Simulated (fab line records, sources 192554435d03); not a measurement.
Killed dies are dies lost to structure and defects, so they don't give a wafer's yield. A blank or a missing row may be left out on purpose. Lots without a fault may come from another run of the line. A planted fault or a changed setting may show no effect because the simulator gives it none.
fab line records | flow n5_finfet | part 2 of 2: steps 22 to 33 of 33
record lots=5 wafers=15 last_day=18
route steps=1938 shown BEOL_M10@1470
lots that met no fault: from a run of the same line without faults
start_h: hours from the record's first day to the start of the lot's first wafer shown | wait_h: hours since the lot's step before | " the same as in the row above | L1.1+2: a row that stands for several wafers | - no value, or no start given | * or withheld: withheld | < > ~ a bound
route shown NAME@n: a module of which the file shows steps, and the number in the route of the first | usual: mean/standard deviation of fault-free wafers | same: alike in all rows | chamber/n: place in a boat | sites: the reading at each site | _std_site: their standard deviation | _edge_site: outer sites' mean less inner sites' | radius_mm: how far each site lies from the wafer's centre | mask NAME#n: copy n | behind: the tool/chamber that last shaped the wafer | hold: why the lot was held/for how many hours/how that ended | device: the transistor (n, p or np) that didn't switch | end of line: the same wafers' tests at the end of the route | a step without rows: its recipe alone | killed: dies lost to structure and defects at the first sort, not the wafer's yield | map: a wafer's dies, x killed, . not, _ none there
set.NAME: the setting as run; set.NAME@STEP: as run at that earlier step | model.NAME: the simulator's own value behind a step, which no gauge read
lots at some steps of the route; a table a step, a row a wafer
services: from which hour (start_h, from the record's first day; less than 0 if before it) a tool's chamber was out of use, for how many hours, and why
## steps
# step N5_BEOL_M10_HM_OPEN_17
# recipe chemistry=Cl2/BCl3 target_depth_a=200 overetch_a=60 target=TiN mask_material=SOC ion_energy_ev=150 pressure_mtorr=10 icp_w=1000 bias_w=126 Cl2_flow_sccm=53.25 bcl3_flow_sccm=21.75 Ar_flow_sccm=25
# usual bias_w=126.0/0.38 chamber_pressure_mTorr=10.001/0.0092 drypump_motor_current_A=5.7/0.32 mfc_cl2_sccm=53.23/0.17 oes_product_au=0.68/0.064 throttle_valve_pct=22.07/0.2
# columns lot.wafer tool chamber start_h wait_h bias_w chamber_pressure_mTorr drypump_motor_current_A mfc_cl2_sccm oes_product_au rf_hours_counter_h throttle_valve_pct
L075.1 rie_metal-02 0 217.98 0.0 126.7 9.992 5.9 52.96 0.67 34 21.71
L075.3 " 0 " " 125.8 10.012 5.9 53.04 0.67 - 21.67
L075.6 " 1 " " 125.9 10.012 5.7 53.09 0.72 - 22.05
L079.3 rie_metal-01 1 230.27 0.1 125.9 9.999 5.1 53.23 0.67 - 22.10
L079.4 " 1 " " 126.6 9.998 5.2 53.32 0.67 - 22.12
L079.5 " 1 " " 126.1 9.997 5.2 53.32 0.66 - 22.12
L080.1 rie_metal-02 1 232.52 0.0 126.0 9.984 5.7 53.38 0.73 13 22.04
L080.5 " 1 " " 125.9 10.008 5.7 53.37 0.73 - 22.07
L080.6 " 0 " " 125.8 9.995 5.9 53.20 0.65 - 21.69
L094.1 rie_metal-01 1 343.50 0.0 125.7 9.991 5.2 53.73 0.65 45 22.13
L094.2 " 0 " " 125.4 9.993 5.8 53.26 0.75 7 22.28
L094.6 " 1 " " 126.2 9.998 5.2 53.35 0.64 - 22.16
L096.2 rie_metal-02 0 378.39 0.0 126.4 10.015 5.9 53.42 0.64 48 21.71
L096.3 " 0 " " 125.3 10.014 5.9 53.11 0.63 - 21.71
L096.6 " 0 " " 125.1 10.028 5.9 53.16 0.63 - 21.70
# step N5_BEOL_M10_STRIP_19
# recipe chemistry=O2 power_w=400 temp_c=40 pressure_mtorr=30 rf_frequency_hz=6e+07 bias_power_w=0 overash_fraction=0.2 o2_flow_sccm=225
# usual chamber_pressure_mTorr=29.99/0.035 drypump_motor_current_A=6.0/0.42 oes_product_au=0.81/0.075 rf_vpp_V=3.7/0.6 showerhead_plenum_p_Torr=2.12/0.082 temp_c=40.00/0.11 throttle_valve_pct=16.64/0.2
# columns lot.wafer tool chamber start_h wait_h chamber_pressure_mTorr drypump_motor_current_A oes_product_au rf_hours_counter_h rf_vpp_V showerhead_plenum_p_Torr temp_c throttle_valve_pct
L075.1 rie_diel-03 3 218.09 0.1 29.91 5.4 0.82 61 4.3 2.21 40.04 16.39
L075.3 " 1 " " 29.99 5.9 0.83 72 3.1 2.12 40.01 16.85
L075.6 " 3 " " 30.02 5.4 0.81 - 3.6 2.21 39.95 16.39
L079.3 rie_diel-03 2 230.41 0.1 29.99 5.1 0.70 221 4.2 2.07 39.89 16.70
L079.4 " 3 " " 30.01 5.4 0.81 - 2.5 2.21 39.93 16.41
L079.5 " 2 " " 30.05 5.1 0.69 - 3.4 2.07 39.80 16.73
L080.1 rie_diel-03 3 232.63 0.1 29.99 5.4 0.80 69 2.4 2.21 40.17 16.41
L080.5 " 3 " " 30.05 5.4 0.81 - 3.5 2.21 39.94 16.43
L080.6 " 2 " " 29.99 5.1 0.69 - 5.0 2.07 39.89 16.74
L094.1 rie_diel-04 3 343.71 0.2 29.99 5.3 0.81 81 3.6 2.03 40.07 16.45
L094.2 " 0 " " 30.01 6.2 0.87 59 3.8 2.06 40.18 16.50
L094.6 " 3 " " 30.02 5.3 0.82 - 2.8 2.03 40.11 16.41
L096.2 rie_diel-04 0 378.50 0.1 30.01 6.3 0.84 73 3.5 2.05 40.11 16.53
L096.3 " 2 " " 29.99 6.3 0.94 7 4.1 2.24 40.04 16.80
L096.6 " 1 " " 30.04 6.3 0.83 - 4.7 2.10 39.96 16.71
# step N5_BEOL_M10_CD_MEAS_18
# recipe pitch_nm=140 target_cd_nm=70
# usual cd_nm=70.3/0.63
# columns lot.wafer tool chamber start_h wait_h cd_nm
L075.1 cd_sem-03 - 218.16 0.0 69.7
L075.3 " - " " 70.3
L075.6 " - " " 70.0
L079.3 cd_sem-02 - 230.48 0.1 69.5
L079.4 " - " " 70.2
L079.5 " - " " 70.6
L080.1 cd_sem-02 - 232.70 0.0 70.0
L080.5 " - " " 70.5
L080.6 " - " " 69.7
L094.1 cd_sem-01 - 343.78 0.0 70.5
L094.2 " - " " 70.5
L094.6 " - " " 70.7
L096.2 cd_sem-03 - 378.58 0.1 69.5
L096.3 " - " " 69.4
L096.6 " - " " 69.3
# step N5_BEOL_M10_COAT_63
# recipe resist=SOC temp_c=250 time_s=60 spin_rpm=1500 resist_thk_nm=100
# columns lot.wafer tool chamber start_h wait_h
L075.1+3+6 litho_track-02 0 218.20 0.0
L079.3+4+5 litho_track-04 0 230.52 0.0
L080.1+5+6 litho_track-02 0 232.73 0.0
L094.1+2+6 litho_track-03 0 343.82 0.0
L096.2+3+6 litho_track-04 0 378.84 0.3
# step N5_BEOL_M10_COAT_64
# recipe resist=SiARC temp_c=220 time_s=60 spin_rpm=1500 resist_thk_nm=30
# columns lot.wafer tool chamber start_h wait_h
L075.1+3+6 litho_track-02 0 - -
L079.3+4+5 litho_track-04 0 - -
L080.1+5+6 litho_track-02 0 - -
L094.1+2+6 litho_track-03 0 - -
L096.2+3+6 litho_track-04 0 - -
# step N5_BEOL_M10_COAT_22
# recipe resist=CAR-ArF spin_rpm=1500 resist_thk_nm=90
# columns lot.wafer tool chamber start_h wait_h
L075.1+3+6 litho_track-02 0 - -
L079.3+4+5 litho_track-04 0 - -
L080.1+5+6 litho_track-02 0 - -
L094.1+2+6 litho_track-03 0 - -
L096.2+3+6 litho_track-04 0 - -
# step N5_BEOL_M10_EBR_24
# recipe solvent=PGMEA ebr_width_mm=1.5
# columns lot.wafer tool chamber start_h wait_h
L075.1+3+6 litho_track-02 0 - -
L079.3+4+5 litho_track-04 0 - -
L080.1+5+6 litho_track-02 0 - -
L094.1+2+6 litho_track-03 0 - -
L096.2+3+6 litho_track-04 0 - -
# step N5_BEOL_M10_SOFTBAKE_23
# recipe temp_c=110 time_s=60 resist=CAR-ArF
# columns lot.wafer tool chamber start_h wait_h
L075.1+3+6 litho_track-02 0 - -
L079.3+4+5 litho_track-04 0 - -
L080.1+5+6 litho_track-02 0 - -
L094.1+2+6 litho_track-03 0 - -
L096.2+3+6 litho_track-04 0 - -
# step N5_BEOL_M10_EXPOSE_25
# recipe mask_id=V9 na=1.35 source_shape=annular sigma_inner=0.5 sigma_outer=0.8 polarization=unpolarized dose_mj=85.5
# usual focus_offset_nm=0.1/0.52
# same na=1.35
# columns lot.wafer tool chamber start_h wait_h mask focus_offset_nm
L075.1 arfi_scanner-02 0 218.44 - V9#0 0.0
L075.3 " 0 " " V9#0 0.1
L075.6 " 0 " " V9#0 0.2
L079.3 arfi_scanner-03 0 230.77 - V9#0 -0.2
L079.4 " 0 " " V9#0 0.3
L079.5 " 0 " " V9#0 0.0
L080.1 arfi_scanner-02 0 232.98 - V9#0 0.3
L080.5 " 0 " " V9#0 0.3
L080.6 " 0 " " V9#0 -0.3
L094.1 arfi_scanner-02 0 343.94 - V9#0 -0.7
L094.2 " 0 " " V9#0 -0.4
L094.6 " 0 " " V9#0 -0.2
L096.2 arfi_scanner-03 0 378.96 - V9#0 0.0
L096.3 " 0 " " V9#0 0.1
L096.6 " 0 " " V9#0 0.7
# step N5_BEOL_M10_PEB_26
# recipe peb_temp_c=withheld peb_time_s=60 resist=CAR-ArF
# columns lot.wafer tool chamber start_h wait_h
L075.1+3+6 litho_track-02 0 218.50 0.1
L079.3+4+5 litho_track-04 0 230.83 0.0
L080.1+5+6 litho_track-03 0 233.04 0.1
L094.1+2+6 litho_track-03 0 344.00 0.1
L096.2+3+6 litho_track-02 0 379.02 0.1
# step N5_BEOL_M10_DEVELOP_27
# recipe develop_time_s=30 developer=TMAH resist=CAR-ArF rinse_liquid=diw dry=air_spin dev_temp_c=23
# columns lot.wafer tool chamber start_h wait_h
L075.1+3+6 litho_track-02 0 - -
L079.3+4+5 litho_track-04 0 - -
L080.1+5+6 litho_track-03 0 - -
L094.1+2+6 litho_track-03 0 - -
L096.2+3+6 litho_track-02 0 - -
# step N5_BEOL_M10_CD_MEAS_28
# recipe target_cd_nm=70 landing_energy_ev=500 detector=se_inlens polarity=opening
# usual cd_nm=70.0/1.1
# columns lot.wafer tool chamber start_h wait_h cd_nm
L075.1 cd_sem-02 0 218.57 - 70.8
L075.3 " 0 " " 72.0
L075.6 " 0 " " 69.9
L079.3 cd_sem-02 0 230.89 - 70.8
L079.4 " 0 " " 71.6
L079.5 " 0 " " 71.8
L080.1 cd_sem-01 0 233.11 - 69.2
L080.5 " 0 " " 69.4
L080.6 " 0 " " 68.3
L094.1 cd_sem-03 0 344.07 - 70.1
L094.2 " 0 " " 69.2
L094.6 " 0 " " 69.3
L096.2 cd_sem-03 0 379.09 - 71.2
L096.3 " 0 " " 70.7
L096.6 " 0 " " 69.3
## services
# columns tool chamber start_h hours kind
arfi_scanner-03 - 192.52 2.3 repair
arfi_scanner-03 - 198.75 8.6 repair
rie_metal-02 - 205.98 2.8 pm
arfi_scanner-02 - 208.87 0.2 repair
arfi_scanner-03 - 227.38 1.0 pm
arfi_scanner-02 - 235.81 0.8 pm
rie_metal-02 1 239.77 14.1 repair
arfi_scanner-03 - 244.22 1.3 pm
rie_diel-03 - 246.82 1.1 repair
uv_cure-03 - 252.65 0.8 repair
rie_metal-02 0 252.88 2.0 repair
rie_diel-04 0 253.23 8.6 repair
uv_cure-01 - 272.32 13.0 repair
pvd_sputter-01 - 273.00 6.9 repair
rie_diel-04 - 273.54 1.3 repair
rie_metal-02 1 279.91 1.1 repair
arfi_scanner-02 - 282.10 0.8 pm
uv_cure-01 - 287.82 0.8 repair
arfi_scanner-02 - 288.05 1.3 pm
pecvd-04 2 301.30 3.7 repair
arfi_scanner-02 - 315.94 1.0 pm
arfi_scanner-02 - 339.53 2.7 repair
arfi_scanner-02 - 363.07 0.6 repair
pecvd-02 - 365.26 3.4 repair
